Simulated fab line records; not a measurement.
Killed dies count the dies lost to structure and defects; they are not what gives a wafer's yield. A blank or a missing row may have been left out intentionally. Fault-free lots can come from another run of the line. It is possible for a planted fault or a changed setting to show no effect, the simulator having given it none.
fab line records    flow nandHarc
record: lots: 13  wafers: 37  lastDay: 33
route steps=1302 shown A_BLC@1118 END@1302
lots untouched by any fault: they come from a run of this same line in which no faults occurred
startH: hours from the record's opening day to when the first of the lot's shown wafers began    waitH: time in hours since the lot's previous step    " unchanged from the row above    L1.1+2: one row covering several wafers at once    - no value, or no start given    * or withheld: withheld    < > ~ a bound
route shown NAME@n: names a module that has steps shown in the file, with the first one's number in the route    usual: the fault-free wafers' mean and standard deviation    same: alike in all rows    chamber/n: place in a boat    sites: the reading at each site    _std_site: the standard deviation of these    _edge_site: the outer-site mean with the inner-site mean subtracted    radiusMm: how far each site lies from the wafer's centre    mask NAME#n: copy n    behind: tool/chamber where the wafer was last shaped    hold: reason for holding the lot/hours on hold/outcome of the hold    device: which transistor (n, p or np) failed to switch    end of line: the same wafers' tests at the end of the route    for a step that has no rows: nothing shown but its recipe    killed: dies lost to structure and defects at the first sort, not the wafer's yield    map: the dies of a wafer, with x for killed, . for not killed, _ for no die there
set.NAME: the setting as run; set.NAME@STEP: as run at that earlier step    model.NAME: the simulator's own value behind a step, which no gauge read
one table for each step of the route and one row for each wafer, over a sample of lots
services: the hour from which a tool's chamber was out of use, counted from the record's first day as startH (under 0 if before that day), plus the number of hours and why
== steps ==
step: NHARC_A_BLC_OVL_MEAS_11
usual: overlayXNm: 0.1/0.82  overlayYNm: -0.3/0.81
lot.wafer  tool        chamber  startH  waitH  overlayXNm  overlayYNm
L661.2     overlay-02  -        530.21  -      1.4         -0.7
L661.3     "           -        "       "      1.2         -1.4
L661.6     "           -        "       "      0.8         -1.5
L662.2     overlay-02  -        545.97  -      1.2         -0.4
L662.4     "           -        "       "      0.9         -0.4
L662.6     "           -        "       "      0.7         0.1
L664.1     overlay-01  -        547.92  -      0.7         -0.8
L664.4     "           -        "       "      0.7         -1.8
L664.5     "           -        "       "      0.8         -1.2
L667.3     overlay-01  -        582.80  -      -0.2        -1.2
L667.4     "           -        "       "      0.0         -0.9
L669.3     overlay-02  -        601.75  -      0.8         -0.2
L669.4     "           -        "       "      0.7         0.0
L673.2     overlay-02  -        655.82  -      0.3         -0.8
L673.4     "           -        "       "      -0.1        -0.6
L673.5     "           -        "       "      0.2         -0.8
L674.1     overlay-02  -        656.40  -      0.2         -0.1
L674.5     "           -        "       "      0.3         -0.1
L674.6     "           -        "       "      0.7         -0.3
L679.2     overlay-01  -        697.22  -      -1.1        -0.2
L679.3     "           -        "       "      -1.0        -0.5
L679.4     "           -        "       "      -1.0        -0.7
L678.1     overlay-02  -        699.56  -      -0.5        0.4
L678.2     "           -        "       "      -0.7        0.3
L678.4     "           -        "       "      -0.3        0.0
L677.1     overlay-01  -        708.28  -      0.5         0.2
L677.3     "           -        "       "      0.1         0.7
L677.4     "           -        "       "      0.1         0.5
L680.3     overlay-01  -        727.51  -      -1.6        0.3
L680.5     "           -        "       "      -1.6        0.2
L680.6     "           -        "       "      -1.5        0.1
L681.1     overlay-02  -        729.35  -      0.6         -0.8
L681.3     "           -        "       "      0.2         -1.2
L681.4     "           -        "       "      0.7         -0.8
L683.1     overlay-01  -        741.16  -      -0.3        -1.3
L683.4     "           -        "       "      -0.4        -1.4
L683.6     "           -        "       "      -1.0        -1.1
step: NHARC_A_BLC_ETCH_17
recipe: targetDepthA: 3900  overEtchFrac: 0.25  timeS: 609.38  ionEnergyEv: 200  n2FlowSccm: 150  h2FlowSccm: 150  arFlowSccm: 0  rfW: 400  biasW: 150  chemistry: N2/H2
usual: drypumpMotorCurrentA: 5.8/0.66  oesProductAu: 1.003/0.0068  rfFwdPowerW: 399.6/1.2  rfVppV: 431.1/2.3  showerheadPlenumPTorr: 2.06/0.08  throttleValvePct: 14.172/0.0086
same: overEtchFrac: 0.25
lot.wafer  tool        chamber  startH  waitH  drypumpMotorCurrentA  oesProductAu  rfFwdPowerW  rfHoursCounterH  rfVppV  showerheadPlenumPTorr  throttleValvePct
L661.2     rieDiel-11  0        -       -      5.3                   1.005         400.4        6                433.1   2.14                   14.167
L661.3     "           3        "       "      6.4                   1.024         400.5        6                428.1   1.93                   14.178
L661.6     "           1        "       "      4.9                   1.008         399.3        -                429.7   2.02                   14.172
L662.4     rieDiel-11  0        -       -      5.2                   1.002         398.0        8                432.7   2.14                   14.186
L662.2     "           1        "       "      4.9                   0.997         401.6        8                429.6   2.02                   14.178
L662.6     "           3        "       "      6.4                   1.015         398.6        -                426.2   1.93                   14.168
L664.1     rieDiel-11  1        -       -      4.9                   1.003         399.0        8                429.1   2.02                   14.168
L664.4     "           2        "       "      6.5                   0.992         400.1        9                430.7   2.10                   14.181
L664.5     "           0        "       "      5.3                   0.991         400.1        -                432.7   2.14                   14.181
L667.4     rieDiel-02  2        -       -      5.7                   1.004         400.4        0                431.7   2.06                   14.180
L667.3     "           0        "       "      5.3                   0.995         400.6        0                427.0   1.93                   14.168
L669.4     rieDiel-11  2        -       -      6.5                   0.996         399.3        12               433.0   2.10                   14.168
L669.3     "           1        "       "      4.9                   0.999         399.1        11               429.2   2.02                   14.172
L673.2     rieDiel-11  3        -       -      6.3                   1.008         400.4        3                426.9   1.93                   14.160
L673.4     "           0        "       "      5.3                   1.009         399.3        3                432.8   2.14                   14.171
L673.5     "           2        "       "      6.5                   0.995         397.8        -                432.8   2.10                   14.183
L674.1     rieDiel-10  0        -       -      6.4                   1.010         400.0        5                432.1   2.07                   14.167
L674.6     "           1        "       "      5.1                   0.997         396.7        -                431.7   2.12                   14.166
L674.5     "           2        "       "      6.5                   1.002         397.1        -                431.4   2.09                   14.182
L679.2     rieDiel-11  3        -       -      6.3                   0.999         399.8        6                429.4   1.93                   14.170
L679.4     "           0        "       "      5.3                   0.997         399.1        5                433.4   2.14                   14.178
L679.3     "           1        "       "      4.9                   1.004         399.7        6                430.2   2.02                   14.181
L678.1     rieDiel-11  2        -       -      6.5                   0.993         399.0        6                433.2   2.10                   14.163
L678.2     "           0        "       "      5.3                   1.022         399.8        6                433.0   2.14                   14.152
L678.4     "           0        "       "      5.3                   1.012         399.2        -                432.7   2.14                   14.171
L677.3     rieDiel-11  2        -       -      6.5                   0.999         399.4        7                431.2   2.10                   14.174
L677.4     "           3        "       "      6.4                   1.003         401.2        6                429.2   1.93                   14.164
L677.1     "           0        "       "      5.3                   1.000         399.9        6                434.1   2.14                   14.163
L680.3     rieDiel-11  1        -       -      4.9                   1.008         400.8        8                430.2   2.02                   14.161
L680.5     "           3        "       "      6.4                   1.013         397.5        -                428.2   1.93                   14.178
L680.6     "           0        "       "      5.3                   1.000         400.3        -                432.2   2.14                   14.168
L681.1     rieDiel-11  3        -       -      6.4                   1.001         397.8        8                427.3   1.92                   14.164
L681.4     "           0        "       "      5.3                   1.005         398.6        8                434.7   2.14                   14.176
L681.3     "           1        "       "      4.9                   1.001         397.1        8                430.5   2.02                   14.167
L683.4     rieDiel-11  1        -       -      4.9                   1.017         399.9        9                429.3   2.02                   14.190
L683.1     "           2        "       "      6.5                   1.008         400.2        9                432.2   2.10                   14.167
L683.6     "           2        "       "      6.5                   0.998         398.5        -                431.4   2.10                   14.176
step: NHARC_A_BLC_PVD_32
recipe: targetThkA: 50  chamberPressurePa: 5  powerW: 5000  substrateTempC: 200  timeS: 17.7  material: Ti
usual: chamberPressurePa: 5.000/0.01  substrateTempC: 200.00/0.17  throttleValvePct: 30.3/0.77
lot.wafer  tool           chamber  startH  waitH  chamberPressurePa  substrateTempC  throttleValvePct
L661.3     pvdSputter-03  -        -       -      5.008              199.79          29.4
L661.2     "              -        "       "      5.006              199.78          29.7
L661.6     "              -        "       "      5.009              199.93          29.5
L662.2     pvdSputter-02  -        -       -      4.985              199.92          30.2
L662.4     "              -        "       "      4.997              200.10          31.5
L662.6     "              -        "       "      4.998              199.76          30.2
L664.1     pvdSputter-03  -        -       -      5.008              199.91          30.1
L664.4     "              -        "       "      4.997              199.96          30.0
L664.5     "              -        "       "      4.997              200.11          30.2
L667.4     pvdSputter-02  -        -       -      4.996              199.87          30.8
L667.3     "              -        "       "      4.993              200.09          30.1
L669.4     pvdSputter-02  -        -       -      4.995              199.62          29.0
L669.3     "              -        "       "      4.990              200.21          31.5
L673.2     pvdSputter-01  -        -       -      4.994              199.91          30.1
L673.4     "              -        "       "      5.007              200.14          31.2
L673.5     "              -        "       "      5.004              200.00          30.6
L674.1     pvdSputter-03  -        -       -      4.998              199.97          30.2
L674.6     "              -        "       "      5.007              199.92          30.1
L674.5     "              -        "       "      4.988              200.34          30.6
L679.2     pvdSputter-02  -        -       -      4.997              200.07          32.0
L679.3     "              -        "       "      5.002              199.83          31.0
L679.4     "              -        "       "      5.013              199.85          31.2
L678.2     pvdSputter-03  -        -       -      4.982              200.04          29.9
L678.1     "              -        "       "      5.021              200.02          30.6
L678.4     "              -        "       "      4.988              199.95          29.2
L677.4     pvdSputter-02  -        -       -      4.990              200.16          31.7
L677.1     "              -        "       "      4.992              200.05          31.5
L677.3     "              -        "       "      4.993              200.20          28.9
L680.3     pvdSputter-01  -        -       -      4.987              199.76          30.1
L680.5     "              -        "       "      5.006              200.06          31.0
L680.6     "              -        "       "      4.990              199.82          31.0
L681.3     pvdSputter-01  -        -       -      5.030              200.00          31.1
L681.1     "              -        "       "      5.003              199.96          30.6
L681.4     "              -        "       "      4.999              199.95          30.1
L683.1     pvdSputter-01  -        -       -      4.998              199.70          30.6
L683.4     "              -        "       "      4.984              200.24          31.3
L683.6     "              -        "       "      5.001              199.91          30.1
step: NHARC_A_BLC_ALD_23
recipe: targetThkA: 30  pulseTimeS: 1  aldCycles: 150  tempC: 450  material: TiN
usual: aldCycles: 150/0  heaterPowerW: 1019/89  precursorPulseHeightRel: 1.000/0.02
lot.wafer  tool         chamber  startH  waitH  aldCycles  heaterPowerW  precursorPulseHeightRel
L661.3     aldMetal-03  2        532.20  -      150        1086          0.973
L661.2     "            3        "       "      150        1005          0.977
L661.6     "            1        "       "      150        819           1.026
L662.2     aldMetal-01  3        547.94  -      150        905           1.033
L662.4     "            2        "       "      150        1012          1.000
L662.6     "            3        "       "      150        907           1.019
L664.4     aldMetal-02  3        549.97  -      150        1052          1.027
L664.1     "            0        "       "      150        970           0.998
L664.5     "            2        "       "      150        1075          0.987
L667.3     aldMetal-01  2        584.73  -      71         1018          0.995
L667.4     "            3        "       "      71         902           0.980
L669.4     aldMetal-01  2        603.66  -      71         1004          0.989
L669.3     "            0        "       "      71         1125          0.988
L673.4     aldMetal-02  2        657.74  -      150        1097          1.009
L673.2     "            0        "       "      150        966           1.008
L673.5     "            2        "       "      150        1120          0.992
L674.1     aldMetal-01  1        658.31  -      150        978           0.985
L674.5     "            1        "       "      150        995           1.004
L674.6     "            2        "       "      150        1021          1.000
L679.4     aldMetal-03  1        699.14  -      150        838           1.013
L679.3     "            2        "       "      150        1144          0.990
L679.2     "            3        "       "      150        968           0.975
L678.2     aldMetal-02  1        701.70  -      150        1113          1.014
L678.1     "            3        "       "      150        1055          0.977
L678.4     "            0        "       "      150        1004          0.985
L677.1     aldMetal-02  0        710.19  -      150        1016          1.043
L677.3     "            1        "       "      150        1101          1.001
L677.4     "            2        "       "      150        1119          0.987
L680.3     aldMetal-01  3        729.43  -      150        892           1.008
L680.5     "            2        "       "      150        1056          0.974
L680.6     "            3        "       "      150        900           1.007
L681.4     aldMetal-02  0        731.28  -      150        1012          0.979
L681.3     "            1        "       "      150        1124          1.008
L681.1     "            3        "       "      150        1027          0.992
L683.1     aldMetal-02  1        743.07  -      150        1137          0.993
L683.6     "            1        "       "      150        1134          0.995
L683.4     "            2        "       "      150        1091          0.995
step: NHARC_END_SORT_01
recipe: tempC: 25
usual: killedAtArray: 54/16  killedAtOther: 0.6/0.86  killedAtPeriphery: 3.8/2.6  killedDies: 58/16  killedOpen: 3.3/1.8  killedShort: 2.7/1.7
same: grossDies: 677
lot.wafer  tool       chamber  startH  waitH  killedAtArray  killedAtOther  killedAtPeriphery  killedDies  killedOpen  killedShort
L667.3     prober-02  0        629.23  3.1    673            0              4                  677         7           5
L667.4     prober-02  0        630.04  3.4    675            1              1                  677         1           1
L669.3     prober-01  0        651.92  3.1    673            2              2                  677         4           2
L669.4     prober-01  0        652.72  3.4    672            0              5                  677         3           5
killed by level:class
L667.3 A_BLC:areaAld=590 A_CHANNEL_HOLE_D1:chamberFilmFlake=34 A_CHANNEL_HOLE_D2:chamberFilmFlake=33 P_M0:geometricParticle:open=2 A_CHANNEL_FILL_D1:geometricParticle:open=2 A_CONTACT:chamberFilmFlake=2 P_GATE:geometricParticle:short=1 A_CHANNEL_FILL_D1:geometricParticle:short=1
L667.4 A_BLC:areaAld=611 A_CHANNEL_HOLE_D2:chamberFilmFlake=27 A_CHANNEL_HOLE_D1:chamberFilmFlake=22 A_WL_FILL:chamberFilmFlake=4 A_STAIRCASE:chamberFilmFlake=3 A_BLC:chamberFilmFlake=2 A_ONON_D1:geometricParticle:short=1 A_STAIRCASE:geometricParticle:open=1
L669.3 A_BLC:areaAld=624 A_CHANNEL_HOLE_D2:chamberFilmFlake=31 A_CHANNEL_HOLE_D1:chamberFilmFlake=4 A_CONTACT:chamberFilmFlake=4 A_STAIRCASE:chamberFilmFlake=3 A_CHANNEL_FILL_D2:chamberFilmFlake=2 THIN_TSV:chamberFilmFlake=2 P_GATE:geometricParticle:short=1
L669.4 A_BLC:areaAld=616 A_CHANNEL_HOLE_D2:chamberFilmFlake=39 A_CONTACT:chamberFilmFlake=4 A_CHANNEL_HOLE_D1:chamberFilmFlake=3 A_CHANNEL_FILL_D2:chamberFilmFlake=3 A_WL_FILL:chamberFilmFlake=2 P_GATE:geometricParticle:open=1 P_M0:geometricParticle:short=1
== services ==
tool           chamber  startH  hours  kind
aldMetal-03    0        511.56  2.6    repair
rieDiel-11     3        514.63  3.9    repair
aldMetal-03    -        521.87  0.5    repair
rieDiel-11     1        524.46  4.9    repair
aldMetal-01    -        526.00  10.0   pm
pvdSputter-03  -        535.22  10.0   pm
pvdSputter-01  -        553.70  2.7    repair
aldMetal-01    0        559.72  28.3   repair
rieDiel-10     0        561.69  2.5    repair
aldMetal-03    -        568.00  10.0   pm
rieDiel-11     1        569.09  6.0    repair
pvdSputter-01  -        570.31  2.8    repair
pvdSputter-01  -        582.00  10.0   pm
rieDiel-10     -        596.62  9.0    pm
rieDiel-11     -        609.56  9.0    pm
aldMetal-02    -        610.00  10.0   pm
pvdSputter-02  -        638.07  10.0   pm
aldMetal-02    0        664.44  3.1    repair
aldMetal-03    2        673.66  8.9    repair
aldMetal-01    3        689.82  4.1    repair
rieDiel-11     3        699.31  1.8    repair
aldMetal-01    -        704.00  10.0   pm
pvdSputter-03  -        713.22  10.0   pm
aldMetal-02    3        738.45  6.9    repair
== key ==
firstSign: step: NHARC_A_BLC_ALD_23  reading: aldCycles  direction: down  sigmas: 99+  usual: 150  struck: 71
effect: step: NHARC_END_SORT_01  reading: killedAtArray  direction: up  sigmas: 39  usual: 54  struck: 673
moreKillsBornAt: NHARC_A_BLC_ALD_23@aldMetal-01: 2441
metAt NHARC_A_BLC_ALD_23
struckLots L667,L669
struckWafers L667.3,L667.4,L669.3,L669.4
laterRowsLeftOut L667.3,L667.4,L669.3,L669.4
testerLeftOut L667,L669
notActingAt NHARC_A_BLC_OVL_MEAS_11,NHARC_A_BLC_ETCH_17,NHARC_A_BLC_PVD_32
onsetBetween 547.94 584.73
fault: kind: processParameterDrift  tool: aldMetal-01  chamber: -  onsetH: 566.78  steps: NHARC_A_BLC_ALD_23  channel: aldCycles  offset: -79  shape: step  endH: 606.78  scope: struckWafersOnly  actsIn: theseRecipesOnly  stated: 150
testerLeftOut: of these lots the tester's yield and bins aren't shown, on N5 and GAA mostly nor the transistor test; their killed dies are dies lost to structure and defects alone, not to doping, threshold or leakage, so they don't give the yield
laterRowsLeftOut: the simulator's readings of these wafers behind a module that went badly wrong aren't trusted and aren't shown, but for the sort
